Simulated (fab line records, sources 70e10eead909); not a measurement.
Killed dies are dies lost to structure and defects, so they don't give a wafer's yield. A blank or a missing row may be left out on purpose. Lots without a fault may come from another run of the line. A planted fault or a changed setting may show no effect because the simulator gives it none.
Which tool did it? | flow nand_harc | 24 lots, 72 wafers sampled, at 5 steps of a route of 1302

WHAT THE GAUGES READ, wafer by wafer
NHARC_A_CONTACT_CD_MEAS_80. Usual: cd_nm 289.6 nm, standard deviation 0.97.
lot  | measured     | on        | cd_nm (nm)        | flag
L074 | day 21 20:52 | cd_sem-01 | 289.3 289.3 288.5 |
L075 | day 22 14:13 | cd_sem-01 | 290.7 289.4 289.9 |
L076 | day 22 22:53 | cd_sem-01 | 290.0 290.1 290.2 |
L077 | day 23 13:19 | cd_sem-01 | 289.8 288.8 288.8 |
L078 | day 23 14:27 | cd_sem-02 | 289.2 288.9 288.3 |
L080 | day 24 04:26 | cd_sem-03 | 287.7 287.3 287.5 |
L079 | day 24 15:30 | cd_sem-02 | 291.4 290.8 291.0 |
L081 | day 25 16:00 | cd_sem-01 | 289.8 289.7 289.9 |
L082 | day 25 19:58 | cd_sem-02 | 290.0 289.4 288.9 |
L083 | day 26 03:29 | cd_sem-03 | 291.2 290.8 291.0 |
L084 | day 26 14:08 | cd_sem-02 | 290.9 288.9 290.7 |
L085 | day 26 18:08 | cd_sem-03 | 290.0 289.7 289.8 |
L086 | day 27 00:54 | cd_sem-01 | 290.6 288.5 288.0 |
L088 | day 27 17:09 | cd_sem-03 | 290.4 289.1 290.4 |
L087 | day 27 20:47 | cd_sem-03 | 290.5 290.5 290.6 |
L089 | day 27 23:17 | cd_sem-02 | 288.1 289.5 288.9 |
L091 | day 28 07:01 | cd_sem-01 | 289.5 290.2 290.1 |
L090 | day 28 08:12 | cd_sem-02 | 288.0 288.2 289.3 |
L092 | day 29 21:01 | cd_sem-03 | 287.6 289.3 287.7 |
L093 | day 29 21:48 | cd_sem-03 | 288.1 290.1 290.2 |
L094 | day 30 07:53 | cd_sem-01 | 289.6 290.5 289.4 |
L095 | day 30 11:50 | cd_sem-03 | 290.9 290.2 290.2 |
L096 | day 31 11:47 | cd_sem-01 | 290.5 289.3 289.2 |
L097 | day 31 20:59 | cd_sem-02 | 288.5 289.4 288.8 |

NHARC_A_CONTACT_CD_MEAS_15. Usual: cd_nm 190.0 nm, standard deviation 0.72.
lot  | measured     | on        | cd_nm (nm)        | flag
L074 | day 22 05:22 | cd_sem-01 | 190.7 189.4 189.5 |
L075 | day 22 21:07 | cd_sem-02 | 190.4 189.7 188.9 |
L076 | day 23 05:53 | cd_sem-03 | 189.0 189.9 188.6 |
L077 | day 23 20:43 | cd_sem-03 | 189.6 189.8 189.7 |
L078 | day 23 21:59 | cd_sem-03 | 191.3 191.6 191.0 |
L080 | day 24 12:55 | cd_sem-01 | 189.7 189.3 189.2 |
L079 | day 25 00:26 | cd_sem-01 | 190.6 191.1 189.4 |
L081 | day 25 22:47 | cd_sem-01 | 190.4 190.2 190.9 |
L082 | day 26 03:55 | cd_sem-03 | 189.9 190.2 190.5 |
L083 | day 26 10:57 | cd_sem-02 | 190.6 190.8 189.6 |
L084 | day 26 22:54 | cd_sem-02 | 190.0 191.1 190.1 |
L085 | day 27 03:29 | cd_sem-03 | 187.6 189.0 189.6 |
L086 | day 27 10:29 | cd_sem-01 | 190.4 190.0 190.7 |
L088 | day 28 01:17 | cd_sem-02 | 191.0 191.0 190.2 |
L087 | day 28 03:28 | cd_sem-01 | 190.5 190.9 190.3 |
L089 | day 28 08:22 | cd_sem-01 | 190.9 190.8 190.4 |
L091 | day 28 16:37 | cd_sem-03 | 190.4 191.2 191.0 |
L090 | day 28 17:45 | cd_sem-02 | 189.6 189.4 189.1 |
L092 | day 30 04:20 | cd_sem-03 | 189.6 189.6 190.4 |
L093 | day 30 05:37 | cd_sem-01 | 189.1 189.7 190.1 |
L094 | day 30 15:57 | cd_sem-01 | 189.2 189.2 190.0 |
L095 | day 30 18:38 | cd_sem-01 | 190.6 189.7 190.9 |
L096 | day 31 20:52 | cd_sem-01 | 189.8 190.3 190.0 |
L097 | day 32 08:10 | cd_sem-02 | 190.4 189.6 189.5 |

WHICH TOOL RAN EACH LOT (tool, then ch and the chambers of the sampled wafers, then the start)
lot  | NHARC_A_CONTACT_ETCH_78                       | NHARC_A_CONTACT_ETCH_137             | NHARC_A_CONTACT_ETCH_138
L074 | rie_diel-12 ch 2,3, day 21 20:52 or earlier   | har_cap_etch-02 ch 0,1, day 22 04:05 | har_cap_etch-02 ch 0,1, day 22 04:22
L075 | rie_diel-01 ch 0,2, day 22 14:13 or earlier   | har_cap_etch-03 ch 0,1, day 22 19:47 | har_cap_etch-03 ch 0,1, day 22 20:04
L076 | rie_diel-07 ch 1,2,3, day 22 22:53 or earlier | har_cap_etch-02 ch 0,1, day 23 04:34 | har_cap_etch-02 ch 0,1, day 23 04:50
L077 | rie_diel-12 ch 0,2,3, day 23 13:19 or earlier | har_cap_etch-01 ch 0,1, day 23 19:11 | har_cap_etch-01 ch 0,1, day 23 19:32
L078 | rie_diel-07 ch 0,2,3, day 23 14:27 or earlier | har_cap_etch-03 ch 0,1, day 23 20:45 | har_cap_etch-03 ch 0,1, day 23 21:01
L080 | rie_diel-12 ch 1,3, day 24 04:26 or earlier   | har_cap_etch-03 ch 0,1, day 24 11:41 | har_cap_etch-03 ch 0,1, day 24 11:58
L079 | rie_diel-12 ch 0,3, day 24 15:30 or earlier   | har_cap_etch-01 ch 0,1, day 24 23:09 | har_cap_etch-01 ch 0,1, day 24 23:25
L081 | rie_diel-12 ch 0,2, day 25 16:00 or earlier   | har_cap_etch-01 ch 0,1, day 25 21:28 | har_cap_etch-01 ch 0,1, day 25 21:44
L082 | rie_diel-12 ch 0,3, day 25 19:58 or earlier   | har_cap_etch-01 ch 0,1, day 26 02:36 | har_cap_etch-01 ch 0,1, day 26 02:53
L083 | rie_diel-01 ch 0,2,3, day 26 03:29 or earlier | har_cap_etch-01 ch 0,1, day 26 09:43 | har_cap_etch-01 ch 0,1, day 26 09:59
L084 | rie_diel-01 ch 1,3, day 26 14:08 or earlier   | har_cap_etch-02 ch 0,1, day 26 21:30 | har_cap_etch-02 ch 0,1, day 26 21:46
L085 | rie_diel-12 ch 0,2,3, day 26 18:08 or earlier | har_cap_etch-01 ch 0,1, day 27 02:06 | har_cap_etch-01 ch 0,1, day 27 02:22
L086 | rie_diel-01 ch 0,2, day 27 00:54 or earlier   | har_cap_etch-01 ch 0,1, day 27 09:01 | har_cap_etch-01 ch 0,1, day 27 09:23
L088 | rie_diel-07 ch 0,1,3, day 27 17:09 or earlier | har_cap_etch-02 ch 0,1, day 27 23:59 | har_cap_etch-02 ch 0,1, day 28 00:15
L087 | rie_diel-07 ch 0,2,3, day 27 20:47 or earlier | har_cap_etch-01 ch 0,1, day 28 02:08 | har_cap_etch-01 ch 0,1, day 28 02:25
L089 | rie_diel-12 ch 0,1, day 27 23:17 or earlier   | har_cap_etch-01 ch 0,1, day 28 07:05 | har_cap_etch-01 ch 0,1, day 28 07:21
L091 | rie_diel-12 ch 0,1, day 28 07:01 or earlier   | har_cap_etch-03 ch 0,1, day 28 15:13 | har_cap_etch-03 ch 0,1, day 28 15:34
L090 | rie_diel-01 ch 1,3, day 28 08:12 or earlier   | har_cap_etch-02 ch 0,1, day 28 16:11 | har_cap_etch-02 ch 0,1, day 28 16:33
L092 | rie_diel-07 ch 1,2,3, day 29 21:01 or earlier | har_cap_etch-02 ch 0,1, day 30 02:55 | har_cap_etch-02 ch 0,1, day 30 03:10
L093 | rie_diel-12 ch 1,2, day 29 21:48 or earlier   | har_cap_etch-03 ch 0,1, day 30 04:18 | har_cap_etch-03 ch 0,1, day 30 04:34
L094 | rie_diel-12 ch 0,1, day 30 07:53 or earlier   | har_cap_etch-03 ch 0,1, day 30 14:40 | har_cap_etch-03 ch 0,1, day 30 14:56
L095 | rie_diel-12 ch 0,2,3, day 30 11:50 or earlier | har_cap_etch-01 ch 0, day 30 17:22   | har_cap_etch-01 ch 0, day 30 17:38
L096 | rie_diel-12 ch 1,2,3, day 31 11:47 or earlier | har_cap_etch-01 ch 0,1, day 31 19:35 | har_cap_etch-01 ch 0,1, day 31 19:52
L097 | rie_diel-12 ch 1,2,3, day 31 20:59 or earlier | har_cap_etch-01 ch 0,1, day 32 06:53 | har_cap_etch-01 ch 0,1, day 32 07:10
- NHARC_A_CONTACT_ETCH_78: etches the open film in O2/COS, target depth 5300 nm, time 1378 s.
- NHARC_A_CONTACT_ETCH_137: etches the open film in C4F8/O2/Ar, time 311 s, target depth 1912 nm.
- NHARC_A_CONTACT_ETCH_138: etches the open film in C4F8/O2/Ar, time 311 s, target depth 1914 nm.

WHAT THE TOOLS THEMSELVES READ (means of the sampled wafers that have a number; where no wafer has one, the mark that the record gives instead)
NHARC_A_CONTACT_ETCH_78. Usual: cos_flow_sccm 19.99 sccm, standard deviation 0.056; drypump_motor_current_A 5.6 A, standard deviation 0.45; oes_product_au 1.001 a.u., standard deviation 0.013; rf_vpp_V 314.9 V, standard deviation 2.2; showerhead_plenum_p_Torr 3.17 Torr, standard deviation 0.15; throttle_valve_pct 28.330 %, standard deviation 0.0092.
lot  | tool        | cos_flow_sccm (sccm) | drypump_motor_current_A (A) | oes_product_au (a.u.) | rf_vpp_V (V) | showerhead_plenum_p_Torr (Torr) | throttle_valve_pct (%) | flag
L074 | rie_diel-12 | 19.98                | 5.5                         | 1.009                 | 313.6        | 3.04                            | 28.332                 |
L075 | rie_diel-01 | 20.04                | 5.3                         | 1.007                 | 313.4        | 3.04                            | 28.332                 |
L076 | rie_diel-07 | 19.93                | 5.7                         | 0.999                 | 314.0        | 3.12                            | 28.322                 |
L077 | rie_diel-12 | 19.98                | 5.6                         | 0.998                 | 314.6        | 3.14                            | 28.331                 |
L078 | rie_diel-07 | 19.97                | 5.9                         | 1.002                 | 316.6        | 3.26                            | 28.327                 |
L080 | rie_diel-12 | 19.94                | 6.2                         | 0.997                 | 317.2        | 3.27                            | 28.331                 |
L079 | rie_diel-12 | 19.98                | 6.0                         | 1.004                 | 315.5        | 3.25                            | 28.326                 |
L081 | rie_diel-12 | 19.95                | 5.2                         | 1.008                 | 313.2        | 3.02                            | 28.336                 |
L082 | rie_diel-12 | 20.05                | 5.7                         | 0.999                 | 315.9        | 3.24                            | 28.337                 |
L083 | rie_diel-01 | 19.97                | 5.2                         | 0.996                 | 316.0        | 3.20                            | 28.319                 |
L084 | rie_diel-01 | 19.99                | 5.3                         | 0.998                 | 312.6        | 2.98                            | 28.336                 |
L085 | rie_diel-12 | 20.02                | 5.6                         | 1.004                 | 314.7        | 3.13                            | 28.321                 |
L086 | rie_diel-01 | 19.98                | 5.3                         | 0.988                 | 318.0        | 3.34                            | 28.330                 |
L088 | rie_diel-07 | 19.97                | 5.7                         | 0.991                 | 314.4        | 3.14                            | 28.323                 |
L087 | rie_diel-07 | 19.98                | 5.9                         | 1.001                 | 315.5        | 3.24                            | 28.329                 |
L089 | rie_diel-12 | 19.94                | 5.7                         | 0.992                 | 316.7        | 3.26                            | 28.332                 |
L091 | rie_diel-12 | 20.03                | 5.7                         | 0.990                 | 315.8        | 3.26                            | 28.332                 |
L090 | rie_diel-01 | 19.91                | 5.7                         | 0.994                 | 313.0        | 3.01                            | 28.340                 |
L092 | rie_diel-07 | 19.95                | 5.7                         | 0.995                 | 316.1        | 3.26                            | 28.329                 |
L093 | rie_diel-12 | 20.01                | 5.6                         | 0.995                 | 314.7        | 3.15                            | 28.334                 |
L094 | rie_diel-12 | 20.02                | 5.6                         | 1.003                 | 316.3        | 3.24                            | 28.328                 |
L095 | rie_diel-12 | 20.00                | 5.6                         | 1.006                 | 314.4        | 3.13                            | 28.324                 |
L096 | rie_diel-12 | 20.00                | 5.8                         | 1.009                 | 314.6        | 3.14                            | 28.334                 |
L097 | rie_diel-12 | 19.99                | 5.8                         | 1.000                 | 314.1        | 3.14                            | 28.335                 |

THE ANSWER, worked out from the rows above alone
Rule: a lot is off if the mean of its wafers that have a number lies more than 3 standard deviations from the usual mean. A lot without any number at a reading at which 4 lots or more have one is off too. The other lots that the step has rows for count as sound. The gauges are gone through in route order, then the tools' own readings, and for those a lot's mean is taken as printed above. The first step at which some lot is off is used, and at that step the reading that is off furthest; a lot without a number counts as furthest.
No lot is off at any reading shown: from this, nothing can be told.

WHAT THE SIMULATOR HAD PUT IN
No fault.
